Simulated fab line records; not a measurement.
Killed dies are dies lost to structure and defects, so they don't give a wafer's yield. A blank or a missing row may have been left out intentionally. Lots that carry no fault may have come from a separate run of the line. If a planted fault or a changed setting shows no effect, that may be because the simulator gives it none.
Matching of chambers | flow n5_finfet | N5_HKMG_FIN_ALD_75 on ald_hk-02: 4 sister chambers
The step deposits Al2O3, target thk 1 nm, co reactant pulse time 1 s. 30 wafers are shown with their chamber, then 12 later ones without.

## WAFERS WITH THEIR CHAMBER
wafer  | chamber | heater_power_w (W) | precursor_pulse_height_rel
L076.1 | 1       | 178                | 0.986
L076.2 | 0       | 164                | 1.005
L076.4 | 2       | 145                | 1.026
L077.2 | 1       | 179                | 1.002
L077.5 | 0       | 165                | 0.999
L077.6 | 1       | 176                | 0.975
L079.1 | 3       | 127                | 0.999
L079.3 | 2       | 143                | 0.969
L079.5 | 0       | 168                | 1.000
L080.1 | 0       | 164                | 1.033
L080.3 | 3       | 125                | 1.023
L080.5 | 3       | 122                | 0.986
L083.3 | 0       | 165                | 1.020
L083.4 | 1       | 181                | 1.010
L083.5 | 3       | 125                | 1.006
L085.2 | 0       | 161                | 0.996
L085.3 | 2       | 147                | 1.009
L085.4 | 1       | 179                | 0.955
L086.2 | 1       | 180                | 1.025
L086.3 | 2       | 150                | 1.003
L086.4 | 3       | 126                | 0.992
L089.2 | 0       | 167                | 1.018
L089.3 | 2       | 151                | 0.967
L089.5 | 3       | 124                | 0.991
L091.1 | 1       | 178                | 1.017
L091.3 | 3       | 126                | 0.987
L091.6 | 3       | 125                | 0.961
L092.1 | 1       | 181                | 0.989
L092.2 | 0       | 164                | 1.028
L092.3 | 3       | 126                | 1.019

SIGNATURES (averages over the wafers above)
reading                    | chamber 0 | chamber 1 | chamber 2 | chamber 3 | scatter within a chamber
heater_power_w             | 164.75    | 179.00    | 147.20    | 125.11    | 2.09
precursor_pulse_height_rel | 1.01238   | 0.99487   | 0.99480   | 0.99600   | 0.0203
Rule: distance of a wafer from a chamber = root of the sum over the readings of ((wafer's reading minus chamber's mean) / reading's scatter) squared. The wafer belongs to the nearest chamber; if the next one is less than 2 further off, it can't be placed. The scatter: take each reading less its chamber's mean, square it, sum over the shown wafers, divide by the number of wafers less the number of chambers, and take the root.

## WAFERS WITH NO CHAMBER GIVEN
wafer  | heater_power_w (W) | precursor_pulse_height_rel
L092.4 | 142                | 0.998
L092.5 | 147                | 0.986
L092.6 | 175                | 0.997
L093.3 | 181                | 0.998
L093.4 | 124                | 1.033
L093.5 | 181                | 1.016
L095.1 | 146                | 0.984
L095.2 | 181                | 0.973
L095.3 | 126                | 0.990
L095.4 | 169                | 1.006
L095.5 | 166                | 0.995
L095.6 | 126                | 1.032

## EACH ONE'S CHAMBER
wafer  | from the rows above | in truth
L092.4 | 2                   | 2
L092.5 | 2                   | 2
L092.6 | 1                   | 1
L093.3 | 1                   | 1
L093.4 | 3                   | 3
L093.5 | 1                   | 1
L095.1 | 2                   | 2
L095.2 | 1                   | 1
L095.3 | 3                   | 3
L095.4 | 0                   | 0
L095.5 | 0                   | 0
L095.6 | 3                   | 3
Correct placement for 12 of the 12. Left unplaced by these rows: 0. Placed wrongly: 0.
